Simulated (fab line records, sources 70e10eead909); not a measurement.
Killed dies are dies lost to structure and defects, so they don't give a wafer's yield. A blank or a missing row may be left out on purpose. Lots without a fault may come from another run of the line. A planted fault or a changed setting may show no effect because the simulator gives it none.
Chamber matching | flow nand_harc | NHARC_A_WL_FILL_ALD_19 on ald_metal-03: 4 sister chambers
The step deposits TiN, target thk 2 nm, pulse time 3 s, ald cycles 100. 16 wafers are shown with their chamber, then 8 later ones without.

WAFERS WITH THEIR CHAMBER
wafer  | chamber | heater_power_w (W) | precursor_pulse_height_rel
L074.2 | 1       | 1109               | 0.988
L074.3 | 3       | 860                | 1.006
L074.6 | 0       | 1093               | 0.982
L078.3 | 1       | 1095               | 0.997
L078.4 | 3       | 865                | 0.986
L078.5 | 0       | 1076               | 1.004
L082.2 | 3       | 859                | 0.975
L082.4 | 0       | 1069               | 0.993
L082.6 | 3       | 871                | 1.016
L087.2 | 0       | 1108               | 0.987
L087.3 | 3       | 887                | 1.020
L087.5 | 2       | 1297               | 0.991
L088.2 | 2       | 1290               | 1.004
L088.4 | 3       | 861                | 1.023
L088.5 | 3       | 841                | 0.992
L094.1 | 1       | 1098               | 1.037

SIGNATURES (means of the wafers above)
reading                    | chamber 0 | chamber 1 | chamber 2 | chamber 3 | scatter within a chamber
heater_power_w             | 1086.50   | 1100.67   | 1293.50   | 863.43    | 13.6
precursor_pulse_height_rel | 0.99150   | 1.00733   | 0.99750   | 1.00257   | 0.0177
Rule: a wafer's distance from a chamber is the root of the sum, over the readings, of the square of ((its reading less the chamber's mean) divided by the reading's scatter). The wafer belongs to the nearest chamber; if the next one is less than 2 further off, it can't be placed. The scatter: the root of (the sum of the squares of (reading less its chamber's mean) over the shown wafers, divided by (wafers less chambers)).

WAFERS WITHOUT THEIR CHAMBER
wafer  | heater_power_w (W) | precursor_pulse_height_rel
L094.3 | 1298               | 0.990
L094.5 | 893                | 0.993
L095.3 | 1109               | 0.986
L095.5 | 1104               | 0.995
L095.6 | 857                | 0.985
L097.2 | 873                | 1.025
L097.3 | 1066               | 1.004
L097.5 | 867                | 0.957

WHICH CHAMBER EACH WENT THROUGH
wafer  | from the rows above     | in truth
L094.3 | 2                       | 2
L094.5 | 3                       | 3
L095.3 | can't be placed: 1 or 0 | 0
L095.5 | can't be placed: 1 or 0 | 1
L095.6 | 3                       | 3
L097.2 | 3                       | 3
L097.3 | can't be placed: 0 or 1 | 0
L097.5 | 3                       | 3
Placed correctly: 5 of 8. Can't be placed from these rows: 3 (the true chamber is among the candidates in 3). Placed wrongly: 0.
